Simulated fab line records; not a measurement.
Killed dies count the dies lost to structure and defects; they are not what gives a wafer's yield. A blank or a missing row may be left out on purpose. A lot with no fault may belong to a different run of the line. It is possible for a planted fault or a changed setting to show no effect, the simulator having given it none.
fab line records	flow nand-harc
record: lots: 24	wafers: 72	last-day: 32
route steps=1302 shown A_STAIRCASE@835 A_CONTACT@1017
lots that met no fault: from a run of the same line without faults
start-h: hours from the record's first day to the start of the lot's first wafer shown	wait-h: hours since the lot's step before	" as in the row above	L1.1+2: a row that stands for several wafers	- no value, or no start was given	* or withheld: withheld	< > ~ a bound
route shown NAME@n: NAME is a module with steps in the file, n the number in the route of the first one	usual: mean/standard deviation of fault-free wafers	same: alike in all rows	chamber/n: place in a boat	sites: each site's reading	_std_site: the values' standard deviation	_edge_site: the outer-site mean with the inner-site mean subtracted	radius-mm: for every site, how far away it sits from the centre of the wafer	mask NAME#n: copy n	behind: the tool/chamber that last shaped the wafer	hold: reason for holding the lot/hours on hold/outcome of the hold	device: the n, p or np transistor that did not switch	end of line: the route-end tests of the same wafers	a step without rows: its recipe alone	killed: not the wafer's yield, but the dies lost to structure and defects at the first sort	map: shows each die of a wafer: x if killed, . if not, _ if none is there
set.NAME: the setting as run; set.NAME@STEP: as run at that earlier step	model.NAME: the simulator's own value behind a step, which no gauge read
a sample of lots followed through the steps of the route, with each step as a table and each wafer as a row
services: when a tool's chamber went out of use (start-h, in hours from the record's first day, below 0 if earlier), for how many hours, and the reason
== steps ==
step: NHARC_A_STAIRCASE_ETCH_315
recipe: target-depth-a: 25000	time-s: 607.1	ion-energy-ev: 800	c4f8-flow-sccm: 80	o2-flow-sccm: 60	ar-flow-sccm: withheld	rf-w: 600	bias-w: 3000	chemistry: C4F8/O2/Ar
usual: oes-product-au: 0.934/0.015	rf-vpp-V: 1829/11
lot.wafer	tool	chamber	start-h	wait-h	oes-product-au	rf-hours-counter-h	rf-vpp-V
L075.2	rie-diel-01	3	-	-	0.931	0	1825
L075.6	"	3	"	"	0.935	-	1826
L075.5	"	0	"	"	0.944	-	1835
L074.3	rie-diel-01	0	-	-	0.946	3	1837
L074.4	"	1	"	"	0.920	3	1847
L074.2	"	3	"	"	0.931	3	1824
L076.3	rie-diel-11	0	-	-	0.932	46	1823
L076.2	"	1	"	"	0.917	48	1808
L076.6	"	2	"	"	0.952	-	1826
L077.2	rie-diel-01	2	-	-	0.948	8	1842
L077.4	"	0	"	"	0.942	12	1836
L077.3	"	1	"	"	0.922	11	1846
L079.3	rie-diel-01	3	-	-	0.926	9	1824
L079.1	"	2	"	"	0.930	9	1841
L079.6	"	3	"	"	0.926	-	1825
L078.4	rie-diel-11	1	-	-	0.911	52	1808
L078.3	"	3	"	"	0.939	53	1822
L078.6	"	0	"	"	0.949	-	1822
L080.2	rie-diel-11	3	-	-	0.943	0	1821
L080.3	"	0	"	"	0.959	0	1821
L080.5	"	0	"	"	0.950	-	1820
L081.1	rie-diel-11	0	-	-	0.947	1	1822
L081.3	"	3	"	"	0.937	1	1821
L081.5	"	0	"	"	0.939	-	1822
L082.4	rie-diel-06	1	-	-	0.940	50	1808
L082.2	"	2	"	"	0.949	55	1822
L082.5	"	0	"	"	0.930	-	1812
L084.1	rie-diel-01	3	-	-	0.931	33	1823
L084.4	"	1	"	"	0.931	32	1847
L084.3	"	2	"	"	0.933	28	1841
L083.4	rie-diel-01	3	-	-	0.917	35	1822
L083.3	"	0	"	"	0.952	28	1834
L083.1	"	1	"	"	0.919	34	1846
L085.3	rie-diel-01	0	-	-	0.949	31	1835
L085.6	"	1	"	"	0.926	-	1846
L085.5	"	2	"	"	0.959	-	1842
L086.1	rie-diel-11	0	-	-	0.953	24	1821
L086.4	"	1	"	"	0.907	17	1847
L086.6	"	3	"	"	0.939	-	1822
L087.1	rie-diel-06	2	-	-	0.955	5	1822
L087.4	"	0	"	"	0.918	4	1810
L087.6	"	2	"	"	0.960	-	1824
L088.1	rie-diel-01	1	-	-	0.919	52	1843
L088.4	"	3	"	"	0.927	50	1822
L088.6	"	2	"	"	0.948	-	1839
L089.4	rie-diel-01	2	-	-	0.945	48	1841
L089.6	"	3	"	"	0.929	-	1821
L089.5	"	0	"	"	0.922	-	1835
L090.3	rie-diel-06	0	-	-	0.912	19	1808
L090.4	"	0	"	"	0.915	-	1810
L090.5	"	2	"	"	0.956	-	1821
L091.3	rie-diel-11	0	-	-	0.952	41	1822
L091.4	"	1	"	"	0.904	32	1846
L091.5	"	0	"	"	0.952	-	1821
L092.3	rie-diel-11	2	-	-	0.909	40	1825
L092.1	"	0	"	"	0.948	44	1820
L092.5	"	1	"	"	0.910	-	1847
L093.3	rie-diel-11	0	-	-	0.937	49	1821
L093.2	"	1	"	"	0.905	40	1845
L093.6	"	1	"	"	0.909	-	1847
L095.3	rie-diel-01	0	-	-	0.930	8	1833
L095.2	"	1	"	"	0.928	6	1845
L095.5	"	2	"	"	0.952	-	1839
L096.3	rie-diel-11	2	-	-	0.917	47	1824
L096.6	"	0	"	"	0.939	-	1822
L096.5	"	1	"	"	0.894	-	1846
L094.4	rie-diel-11	0	-	-	0.937	52	1819
L094.1	"	1	"	"	0.908	43	1845
L094.3	"	2	"	"	0.911	48	1823
L097.1	rie-diel-01	0	-	-	0.926	13	1834
L097.4	"	1	"	"	0.922	10	1844
L097.3	"	2	"	"	0.938	9	1840
step: NHARC_A_STAIRCASE_CMP_450
recipe: target-thk-nm: 200	material: SiO2
usual: motor-current-A: 12.7/1.3	pad-life-wafers: 230/130
lot.wafer	tool	chamber	start-h	wait-h	motor-current-A	pad-life-wafers
L075.2	cmp-03	3	445.52	-	11.8	294
L075.5	"	3	"	"	12.2	-
L075.6	"	0	"	"	13.2	-
L074.4	cmp-01	2	451.43	-	11.1	276
L074.2	"	3	"	"	12.5	277
L074.3	"	1	"	"	14.7	279
L076.3	cmp-02	2	454.89	-	14.1	90
L076.2	"	0	"	"	13.4	92
L076.6	"	2	"	"	13.6	-
L077.2	cmp-01	2	464.55	-	11.0	354
L077.4	"	3	"	"	13.1	355
L077.3	"	0	"	"	10.3	356
L079.3	cmp-03	1	464.67	-	13.1	8
L079.1	"	2	"	"	14.6	9
L079.6	"	0	"	"	12.8	-
L078.4	cmp-01	3	474.99	-	13.0	397
L078.3	"	0	"	"	10.1	398
L078.6	"	2	"	"	11.1	-
L081.1	cmp-03	3	493.89	-	11.8	114
L081.3	"	1	"	"	13.4	116
L081.5	"	0	"	"	12.7	-
L080.2	cmp-02	2	494.01	-	14.0	264
L080.3	"	1	"	"	10.3	267
L080.5	"	2	"	"	13.0	-
L082.2	cmp-02	2	514.47	-	13.0	343
L082.4	"	0	"	"	13.8	345
L082.5	"	2	"	"	14.3	-
L083.1	cmp-03	3	531.70	-	12.2	258
L083.3	"	0	"	"	13.2	259
L083.4	"	1	"	"	12.7	260
L084.3	cmp-02	3	531.77	-	14.1	0
L084.4	"	0	"	"	13.4	1
L084.1	"	2	"	"	13.2	3
L085.3	cmp-03	1	542.66	-	12.7	314
L085.6	"	3	"	"	11.8	-
L085.5	"	0	"	"	13.0	-
L086.4	cmp-02	2	557.15	-	12.9	120
L086.1	"	0	"	"	13.1	122
L086.6	"	2	"	"	13.2	-
L087.1	cmp-01	1	557.85	-	13.2	312
L087.4	"	3	"	"	13.2	314
L087.6	"	1	"	"	14.6	-
L088.1	cmp-01	1	572.28	-	14.2	408
L088.4	"	0	"	"	10.5	411
L088.6	"	2	"	"	10.7	-
L089.4	cmp-01	3	582.52	-	12.8	8
L089.5	"	1	"	"	14.5	-
L089.6	"	2	"	"	11.1	-
L090.4	cmp-03	2	595.09	-	13.6	187
L090.3	"	3	"	"	11.8	188
L090.5	"	1	"	"	12.4	-
L091.3	cmp-03	1	610.03	-	13.4	252
L091.4	"	0	"	"	13.0	255
L091.5	"	2	"	"	14.8	-
L092.1	cmp-02	2	610.60	-	13.5	420
L092.3	"	3	"	"	13.8	421
L092.5	"	2	"	"	13.5	-
L093.3	cmp-01	2	629.42	-	11.0	199
L093.2	"	3	"	"	13.6	200
L093.6	"	2	"	"	11.3	-
L095.2	cmp-02	3	633.73	-	14.1	13
L095.3	"	0	"	"	13.0	14
L095.5	"	3	"	"	13.6	-
L096.3	cmp-01	1	633.77	-	13.8	217
L096.6	"	0	"	"	10.0	-
L096.5	"	1	"	"	14.2	-
L094.3	cmp-03	3	634.28	-	12.0	349
L094.1	"	0	"	"	13.1	350
L094.4	"	1	"	"	11.9	351
L097.1	cmp-01	3	651.88	-	12.8	295
L097.3	"	0	"	"	10.1	296
L097.4	"	1	"	"	13.5	297
step: NHARC_A_STAIRCASE_CMP_472
recipe: material: SiO2
usual: motor-current-A: 12.6/1.2	pad-life-wafers: 166/120
lot.wafer	tool	chamber	start-h	wait-h	motor-current-A	pad-life-wafers
L075.2	cmp-01	1	447.12	0.3	13.9	255
L075.5	"	2	"	"	10.8	-
L075.6	"	3	"	"	12.1	-
L074.4	cmp-02	1	452.89	0.2	10.5	79
L074.2	"	2	"	"	13.8	80
L074.3	"	3	"	"	14.4	81
L076.2	cmp-03	1	456.37	0.2	12.5	360
L076.3	"	3	"	"	12.4	362
L076.6	"	1	"	"	12.6	-
L077.4	cmp-01	1	466.00	0.2	13.9	366
L077.2	"	3	"	"	12.6	368
L077.3	"	0	"	"	10.0	369
L079.3	cmp-03	1	466.18	0.2	12.5	19
L079.1	"	2	"	"	13.7	20
L079.6	"	0	"	"	13.1	-
L078.4	cmp-03	0	476.47	0.2	12.3	44
L078.3	"	1	"	"	12.7	45
L078.6	"	2	"	"	13.8	-
L081.1	cmp-01	3	495.34	0.2	12.4	48
L081.3	"	0	"	"	10.3	49
L081.5	"	3	"	"	12.7	-
L080.3	cmp-03	0	495.45	0.2	13.0	126
L080.2	"	2	"	"	14.1	128
L080.5	"	0	"	"	13.2	-
L082.2	cmp-03	3	515.95	0.2	12.2	212
L082.4	"	0	"	"	12.9	213
L082.5	"	1	"	"	13.2	-
L083.4	cmp-02	0	533.15	0.1	14.0	18
L083.1	"	1	"	"	10.5	19
L083.3	"	2	"	"	13.8	20
L084.1	cmp-01	2	533.24	0.2	10.5	186
L084.3	"	3	"	"	12.7	187
L084.4	"	0	"	"	10.6	188
L085.3	cmp-02	1	544.09	0.2	10.8	54
L085.6	"	1	"	"	11.0	-
L085.5	"	2	"	"	13.5	-
L086.1	cmp-02	0	558.59	0.2	13.1	138
L086.4	"	2	"	"	13.8	140
L086.6	"	1	"	"	10.8	-
L087.1	cmp-03	2	559.33	0.3	14.2	1
L087.4	"	3	"	"	11.5	2
L087.6	"	2	"	"	15.3	-
L088.4	cmp-02	0	573.74	0.2	13.9	247
L088.1	"	2	"	"	13.5	249
L088.6	"	0	"	"	12.9	-
L089.4	cmp-03	3	584.03	0.2	12.2	140
L089.5	"	1	"	"	12.7	-
L089.6	"	2	"	"	13.7	-
L090.4	cmp-03	1	597.16	0.2	12.9	205
L090.3	"	3	"	"	12.0	207
L090.5	"	0	"	"	13.1	-
L091.3	cmp-01	1	611.47	0.2	13.6	126
L091.4	"	3	"	"	13.0	128
L091.5	"	2	"	"	10.8	-
L092.3	cmp-03	2	612.12	0.2	14.0	272
L092.1	"	3	"	"	11.7	273
L092.5	"	0	"	"	13.3	-
L093.2	cmp-01	3	632.38	0.2	12.6	212
L093.3	"	0	"	"	10.1	213
L093.6	"	2	"	"	10.7	-
L096.3	cmp-03	0	635.23	0.2	13.1	361
L096.5	"	3	"	"	11.8	-
L096.6	"	0	"	"	13.4	-
L095.2	cmp-02	2	635.28	0.3	14.2	31
L095.3	"	3	"	"	13.3	32
L095.5	"	1	"	"	10.7	-
L094.4	cmp-03	2	635.80	0.2	13.8	366
L094.3	"	0	"	"	13.1	368
L094.1	"	1	"	"	12.4	369
L097.1	cmp-02	1	653.42	0.3	11.5	103
L097.3	"	2	"	"	13.1	104
L097.4	"	3	"	"	13.0	105
step: NHARC_A_CONTACT_ETCH_123
recipe: source-w: withheld	pressure-mtorr: 20	bias-v: 400	time-s: 490	target-depth-a: 21100	ar-flow-sccm: withheld	c4f8-flow-sccm: 11.5	o2-flow-sccm: 7.2	chemistry: C4F8/O2/Ar
lot.wafer	tool	chamber	start-h	wait-h	rf-hours-counter-h
L075.2	har-cap-etch-03	0	501.73	0.2	37
L075.6	"	1	"	"	-
L075.5	"	0	"	"	-
L074.2	har-cap-etch-03	1	509.16	0.1	39
L074.4	"	1	"	"	-
L074.3	"	0	"	"	-
L076.2	har-cap-etch-03	0	514.20	0.1	42
L076.3	"	0	"	"	-
L076.6	"	0	"	"	-
L079.1	har-cap-etch-01	0	522.96	0.2	4
L079.3	"	1	"	"	-
L079.6	"	1	"	"	-
L077.2	har-cap-etch-03	0	524.58	0.2	46
L077.3	"	1	"	"	-
L077.4	"	0	"	"	-
L078.4	har-cap-etch-01	1	533.41	0.3	-
L078.3	"	0	"	"	-
L078.6	"	0	"	"	-
L081.1	har-cap-etch-03	1	558.26	0.1	52
L081.3	"	1	"	"	-
L081.5	"	1	"	"	-
L080.2	har-cap-etch-01	1	559.12	0.1	13
L080.3	"	0	"	"	-
L080.5	"	0	"	"	-
L082.2	har-cap-etch-01	0	575.26	0.1	15
L082.4	"	0	"	"	-
L082.5	"	1	"	"	-
L083.1	har-cap-etch-01	0	587.14	0.1	18
L083.4	"	0	"	"	-
L083.3	"	1	"	"	-
L084.1	har-cap-etch-03	1	587.65	0.1	58
L084.4	"	1	"	"	-
L084.3	"	0	"	"	-
L085.3	har-cap-etch-02	1	599.63	0.3	-
L085.6	"	1	"	"	-
L085.5	"	0	"	"	-
L087.1	har-cap-etch-01	1	614.55	0.1	23
L087.4	"	1	"	"	-
L087.6	"	1	"	"	-
L086.1	har-cap-etch-03	1	616.45	0.1	63
L086.4	"	1	"	"	-
L086.6	"	0	"	"	-
L088.1	har-cap-etch-02	1	633.95	0.1	114
L088.4	"	0	"	"	-
L088.6	"	1	"	"	-
L089.4	har-cap-etch-01	0	642.58	0.3	-
L089.5	"	1	"	"	-
L089.6	"	0	"	"	-
L090.4	har-cap-etch-02	1	659.22	0.3	-
L090.3	"	0	"	"	-
L090.5	"	0	"	"	-
L092.1	har-cap-etch-01	0	666.97	0.2	33
L092.3	"	0	"	"	-
L092.5	"	0	"	"	-
L091.3	har-cap-etch-02	1	669.10	0.3	-
L091.4	"	0	"	"	-
L091.5	"	0	"	"	-
L093.2	har-cap-etch-01	1	685.81	0.1	37
L093.3	"	0	"	"	-
L093.6	"	1	"	"	-
L095.2	har-cap-etch-02	0	693.60	0.1	125
L095.3	"	0	"	"	-
L095.5	"	0	"	"	-
L094.1	har-cap-etch-01	1	693.92	0.1	39
L094.4	"	1	"	"	-
L094.3	"	0	"	"	-
L096.3	har-cap-etch-03	1	695.27	0.3	-
L096.5	"	1	"	"	-
L096.6	"	0	"	"	-
L097.1	har-cap-etch-03	0	711.27	0.1	80
L097.4	"	0	"	"	-
L097.3	"	1	"	"	-
step: NHARC_A_CONTACT_DEP_58
recipe: target-thk-a: 900	target-thk-nm: 90	temp-c: 400	pressure-torr: 3.5	flow-sccm: 200	rf-w: 350	material: SiON
usual: heater-power-w: 747/100
lot.wafer	tool	chamber	start-h	wait-h	heater-power-w
L075.2	pecvd-02	1	508.57	2.2	876
L075.6	"	0	"	"	626
L075.5	"	1	"	"	882
L074.3	pecvd-04	0	515.61	1.7	618
L074.2	"	1	"	"	743
L074.4	"	1	"	"	740
L076.2	pecvd-02	0	522.95	2.2	658
L076.3	"	1	"	"	917
L076.6	"	0	"	"	654
L079.3	pecvd-04	0	530.53	1.7	718
L079.1	"	1	"	"	782
L079.6	"	2	"	"	774
L077.3	pecvd-04	0	533.47	1.7	732
L077.2	"	1	"	"	690
L077.4	"	1	"	"	724
L078.3	pecvd-04	1	538.62	1.6	752
L078.6	"	1	"	"	799
L078.4	"	0	"	"	649
L081.1	pecvd-02	1	563.69	2.7	907
L081.3	"	0	"	"	700
L081.5	"	2	"	"	717
L080.2	pecvd-02	0	564.52	2.2	647
L080.3	"	1	"	"	871
L080.5	"	1	"	"	908
L082.2	pecvd-04	1	580.66	2.2	655
L082.5	"	1	"	"	693
L082.4	"	2	"	"	824
L083.1	pecvd-03	0	592.59	2.8	619
L083.3	"	1	"	"	693
L083.4	"	2	"	"	862
L084.1	pecvd-04	2	593.96	2.7	925
L084.3	"	0	"	"	648
L084.4	"	2	"	"	884
L085.3	pecvd-03	2	605.49	1.6	856
L085.5	"	0	"	"	588
L085.6	"	1	"	"	657
L087.1	pecvd-04	2	620.53	2.8	790
L087.6	"	1	"	"	657
L087.4	"	0	"	"	609
L086.1	pecvd-03	0	623.72	2.8	554
L086.6	"	1	"	"	720
L086.4	"	0	"	"	552
L088.1	pecvd-02	1	639.30	2.7	796
L088.4	"	2	"	"	710
L088.6	"	2	"	"	706
L089.6	pecvd-02	1	649.41	0.1	937
L089.4	"	2	"	"	739
L089.5	"	0	"	"	618
L090.3	pecvd-03	0	667.22	1.7	623
L090.5	"	2	"	"	828
L090.4	"	1	"	"	623
L092.1	pecvd-04	0	672.30	2.7	696
L092.3	"	1	"	"	721
L092.5	"	2	"	"	768
L091.3	pecvd-04	1	675.20	1.6	754
L091.5	"	0	"	"	777
L091.4	"	2	"	"	908
L093.2	pecvd-02	1	692.24	2.2	901
L093.3	"	0	"	"	569
L093.6	"	2	"	"	693
L095.3	pecvd-04	1	699.04	1.7	792
L095.2	"	2	"	"	900
L095.5	"	0	"	"	766
L094.3	pecvd-04	0	699.89	1.6	661
L094.1	"	2	"	"	915
L094.4	"	2	"	"	905
L096.3	pecvd-02	2	702.31	1.7	697
L096.6	"	1	"	"	950
L096.5	"	2	"	"	705
L097.3	pecvd-02	0	716.95	1.7	671
L097.1	"	2	"	"	690
L097.4	"	0	"	"	689
step: NHARC_A_CONTACT_ETCH_76
recipe: target-depth-a: 2600	over-etch-frac: 0.3	time-s: 475.3	ion-energy-ev: 200	n2-flow-sccm: 150	h2-flow-sccm: 150	ar-flow-sccm: 0	rf-w: 400	bias-w: 150	chemistry: N2/H2
usual: drypump-motor-current-A: 5.6/0.49	oes-product-au: 1.004/0.013	rf-vpp-V: 431.2/2.3	showerhead-plenum-p-Torr: 2.06/0.084	throttle-valve-pct: 14.171/0.0092
lot.wafer	tool	chamber	start-h	wait-h	drypump-motor-current-A	oes-product-au	rf-hours-counter-h	rf-vpp-V	showerhead-plenum-p-Torr	throttle-valve-pct
L075.2	rie-diel-11	0	-	-	4.7	1.020	25	430.9	1.99	14.164
L075.5	"	2	"	"	5.9	0.979	-	431.0	2.02	14.174
L075.6	"	3	"	"	5.5	1.008	-	429.6	1.99	14.155
L074.4	rie-diel-04	3	-	-	5.2	1.017	29	428.8	1.98	14.170
L074.3	"	0	"	"	5.5	0.986	25	434.5	2.12	14.183
L074.2	"	1	"	"	6.0	1.002	23	429.1	2.00	14.166
L076.2	rie-diel-04	0	-	-	5.5	0.994	27	432.8	2.12	14.177
L076.3	"	1	"	"	5.9	1.022	25	429.3	2.00	14.167
L076.6	"	0	"	"	5.5	0.989	-	431.6	2.12	14.157
L079.1	rie-diel-04	0	-	-	5.5	0.991	29	433.2	2.12	14.174
L079.3	"	1	"	"	6.0	1.026	28	430.3	2.00	14.186
L079.6	"	0	"	"	5.5	0.992	-	433.5	2.12	14.162
L077.3	rie-diel-01	3	-	-	5.7	0.999	51	429.3	2.00	14.172
L077.4	"	0	"	"	5.8	1.011	47	433.5	2.10	14.166
L077.2	"	1	"	"	5.2	0.998	53	434.8	2.20	14.183
L078.4	rie-diel-11	2	-	-	6.0	0.980	29	427.2	2.02	14.166
L078.3	"	3	"	"	5.5	1.014	34	430.2	1.98	14.166
L078.6	"	2	"	"	6.0	0.996	-	430.1	2.02	14.174
L081.1	rie-diel-04	1	-	-	6.0	1.013	5	430.3	2.00	14.172
L081.3	"	0	"	"	5.5	1.014	5	432.6	2.12	14.180
L081.5	"	1	"	"	6.0	0.998	-	428.6	2.00	14.169
L080.3	rie-diel-11	1	-	-	4.9	0.982	33	434.2	2.21	14.176
L080.2	"	3	"	"	5.5	1.024	42	428.9	1.98	14.167
L080.5	"	2	"	"	6.0	0.985	-	429.6	2.01	14.175
L082.2	rie-diel-04	2	-	-	6.1	1.019	6	432.7	2.16	14.174
L082.4	"	0	"	"	5.5	1.006	8	433.7	2.12	14.156
L082.5	"	1	"	"	6.0	1.002	-	429.4	2.00	14.172
L083.3	rie-diel-04	0	-	-	5.5	1.011	11	433.9	2.12	14.185
L083.1	"	1	"	"	6.0	1.007	10	428.9	2.00	14.172
L083.4	"	1	"	"	6.0	0.997	-	428.7	2.00	14.194
L084.4	rie-diel-11	0	-	-	4.7	1.019	53	430.2	1.98	14.156
L084.3	"	1	"	"	4.9	0.979	43	433.5	2.20	14.167
L084.1	"	2	"	"	6.0	0.986	48	430.2	2.01	14.171
L085.3	rie-diel-04	1	-	-	6.0	0.993	14	429.7	1.99	14.160
L085.6	"	1	"	"	6.0	0.994	-	428.4	1.99	14.184
L085.5	"	2	"	"	6.1	1.006	-	433.3	2.16	14.174
L087.1	rie-diel-04	1	-	-	6.0	1.013	17	429.1	1.99	14.190
L087.4	"	2	"	"	6.1	1.001	16	433.4	2.16	14.183
L087.6	"	3	"	"	5.2	1.002	-	429.5	1.97	14.175
L086.1	rie-diel-11	3	-	-	5.5	1.016	0	429.9	1.98	14.148
L086.4	"	1	"	"	4.9	0.999	0	435.4	2.20	14.168
L086.6	"	3	"	"	5.5	1.019	-	428.7	1.97	14.169
L088.4	rie-diel-11	0	-	-	4.7	1.012	8	428.8	1.97	14.177
L088.1	"	1	"	"	4.9	1.000	5	435.3	2.20	14.182
L088.6	"	3	"	"	5.5	1.026	-	429.2	1.97	14.157
L089.4	rie-diel-01	2	-	-	6.7	1.021	-	432.1	2.15	14.182
L089.6	"	0	"	"	5.8	1.009	-	433.6	2.09	14.184
L089.5	"	1	"	"	5.2	0.993	-	434.8	2.19	14.190
L090.4	rie-diel-04	2	-	-	6.1	1.009	24	433.6	2.16	14.161
L090.3	"	3	"	"	5.2	0.991	20	428.4	1.97	14.175
L090.5	"	2	"	"	6.1	1.019	-	433.2	2.16	14.174
L092.1	rie-diel-04	0	-	-	5.5	1.022	26	431.6	2.11	14.172
L092.3	"	2	"	"	6.1	1.018	25	431.8	2.16	14.165
L092.5	"	0	"	"	5.5	1.023	-	432.6	2.11	14.181
L091.4	rie-diel-04	0	-	-	5.5	1.007	27	432.1	2.11	14.172
L091.3	"	2	"	"	6.1	1.007	26	434.7	2.16	14.161
L091.5	"	0	"	"	5.5	1.020	-	433.9	2.11	14.167
L093.2	rie-diel-04	0	-	-	5.5	1.008	30	431.8	2.11	14.169
L093.3	"	1	"	"	6.0	1.004	31	428.9	1.99	14.174
L093.6	"	0	"	"	5.5	1.008	-	432.1	2.11	14.173
L095.2	rie-diel-04	0	-	-	5.5	1.000	31	431.7	2.11	14.161
L095.3	"	2	"	"	6.1	1.013	31	435.0	2.15	14.183
L095.5	"	3	"	"	5.2	0.993	-	428.5	1.96	14.160
L094.3	rie-diel-11	0	-	-	4.7	0.989	33	429.3	1.97	14.167
L094.4	"	1	"	"	4.9	0.998	27	433.9	2.19	14.166
L094.1	"	3	"	"	5.5	1.018	29	428.3	1.97	14.158
L096.3	rie-diel-04	1	-	-	6.0	0.994	34	428.5	1.99	14.174
L096.6	"	0	"	"	5.5	1.001	-	431.7	2.11	14.160
L096.5	"	1	"	"	6.0	1.012	-	430.0	1.99	14.178
L097.1	rie-diel-01	1	-	-	5.3	0.988	42	434.8	2.18	14.174
L097.3	"	2	"	"	6.7	1.002	47	434.2	2.14	14.174
L097.4	"	3	"	"	5.7	1.010	48	429.1	1.98	14.175
== services ==
tool	chamber	start-h	hours	kind
cmp-01	-	381.50	4.0	pm
rie-diel-01	-	382.14	9.0	pm
cmp-01	-	398.39	0.7	repair
rie-diel-04	-	408.33	0.6	repair
cmp-01	-	410.48	2.2	repair
cmp-03	-	416.31	0.4	repair
cmp-02	-	428.53	4.0	pm
rie-diel-11	-	434.35	9.0	pm
rie-diel-01	0	441.28	19.2	repair
cmp-02	-	441.49	1.1	repair
cmp-03	-	453.20	1.0	repair
cmp-03	-	456.87	4.0	pm
cmp-03	-	461.60	3.0	repair
rie-diel-01	2	464.25	5.7	repair
cmp-01	-	479.50	4.0	pm
cmp-01	-	490.36	1.2	repair
rie-diel-04	2	496.19	2.8	repair
rie-diel-04	1	498.93	8.8	repair
cmp-03	-	554.87	4.0	pm
cmp-01	-	577.50	4.0	pm
rie-diel-11	-	611.35	9.0	pm
cmp-03	-	652.87	4.0	pm
rie-diel-11	3	671.47	6.9	repair
cmp-01	-	675.50	4.0	pm
== key ==
fault none
